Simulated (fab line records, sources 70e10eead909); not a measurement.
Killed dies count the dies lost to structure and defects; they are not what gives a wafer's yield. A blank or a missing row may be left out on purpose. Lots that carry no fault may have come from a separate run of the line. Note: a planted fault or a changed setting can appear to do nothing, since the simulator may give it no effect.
Code-filled problem report in 8D (eight disciplines) form	flow nandHarc	the parts of the form that need people (team, actions taken, sign-off) are left out

1. WHAT WENT WRONG
Mean of killedAtArray at NHARC_END_SORT_01: 674 across 2 wafers in 2 lots; on wafers with no fault it is 27 (standard deviation 11). That is +59 standard deviations from the usual mean.
First observed at day 22 14:36: wafer L177.2, on prober-02. The record has a number at this step for 21 wafers belonging to 7 lots. The rule behind "out" and "out of limits": a value lying over 4 standard deviations away from the usual mean. The rest of the wafers with a number are treated as sound.

2. WHAT THIS IS AND IS NOT
question	is	is not
which readings at this step	killedAtArray, killedDies	killedAtOther, killedAtPeriphery, killedShort
which lots	L177, L181	L184, L185, L186, L189, L191
which wafers of those lots	L177.2, L181.6	L177.3, L177.5, L181.1, L181.4
read on which gauges	prober-01, prober-02	-
when	from day 22 14:36	up to then (1 sound wafer); but 18 sound wafers of L177, L181, L184, L185, L186, L189, L191 came after

3. WHAT RULES OUT EACH SUSPECT
Counting: if a tool at a process step up to the reading ran every lot that is out, it stays a suspect. Sound lots after the first of them don't rule it out here, since some wafers of a struck lot are sound.
- ruled out: the gauge at NHARC_END_SORT_01. Those wafers that are out were read across 2 gauges (prober-01, prober-02).
- rieDiel-08 at NHARC_A_CONTACT_ETCH_31 (etches the open film in O2/COS, target depth 2000 nm, time 520 s): kept. It ran every lot that is out, first L177 (day 19 19:19). Its own readings are out on those wafers: oesProductAu.
- rieDiel-03 at NHARC_A_CONTACT_ETCH_98 (etches the open film in C4F6/O2, target depth 20 nm, time 10 s): kept. It ran every lot that is out, first L181 (day 22 13:46). NHARC_A_CONTACT_ETCH_98: start missing for some lots; hours and lot order therefore follow NHARC_END_SORT_01.
- In rieDiel-08 at NHARC_A_CONTACT_ETCH_31, the wafers that are out were processed in chamber 1 and their sound lot-mates in chambers 2, 3.
- In rieDiel-03 at NHARC_A_CONTACT_ETCH_98, the wafers that are out were processed in chamber 1 and their sound lot-mates in chambers 2, 3.
Left after counting: rieDiel-08 at NHARC_A_CONTACT_ETCH_31, rieDiel-03 at NHARC_A_CONTACT_ETCH_98.

4. THE CAUSE (what the simulator had put in)
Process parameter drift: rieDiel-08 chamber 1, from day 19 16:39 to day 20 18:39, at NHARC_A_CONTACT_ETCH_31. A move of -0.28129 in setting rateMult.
2 suspects survive the count, and this tool is in that group.

5. SEQUENCE OF EFFECTS, ordered by route
Rows list readings where the struck wafers' mean (over those with a number) sits beyond 3 standard deviations from the usual. Only readings for which the record gives a usual standard deviation are gone through. hours: the time from each lot's start at the first step in this table that gives one to its start at this step, as a median over the lots. sigmas: the change in usual standard deviations.
hours	step	reading	usual	on struck wafers	change	sigmas
0	NHARC_A_CONTACT_ETCH_31	oesProductAu	0.999 a.u.	0.837	-0.162	-15
67	NHARC_END_SORT_01	killedAtArray	27	674	+646	+59
67	NHARC_END_SORT_01	killedDies	32	676	+644	+59
Its process steps:
- NHARC_A_CONTACT_ETCH_31: etches the open film in O2/COS, target depth 2000 nm, time 520 s.

6. WHAT WOULD HAVE CAUGHT IT SOONER
Counted from the fault's start at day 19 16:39, it took 70 hours until the first out-of-limits reading at a measuring or inspecting step in this record, taken at day 22 14:36.
The tool's own readings at NHARC_A_CONTACT_ETCH_31 were out on every struck wafer that the step has a row for (oesProductAu): an alarm limit on them would have fired on the first of those.
The start of NHARC_A_CONTACT_ETCH_31 on rieDiel-08 came by day 22 14:36 for every one of the lots that are out (2). None of them would have been spared by holding the tool at that moment.
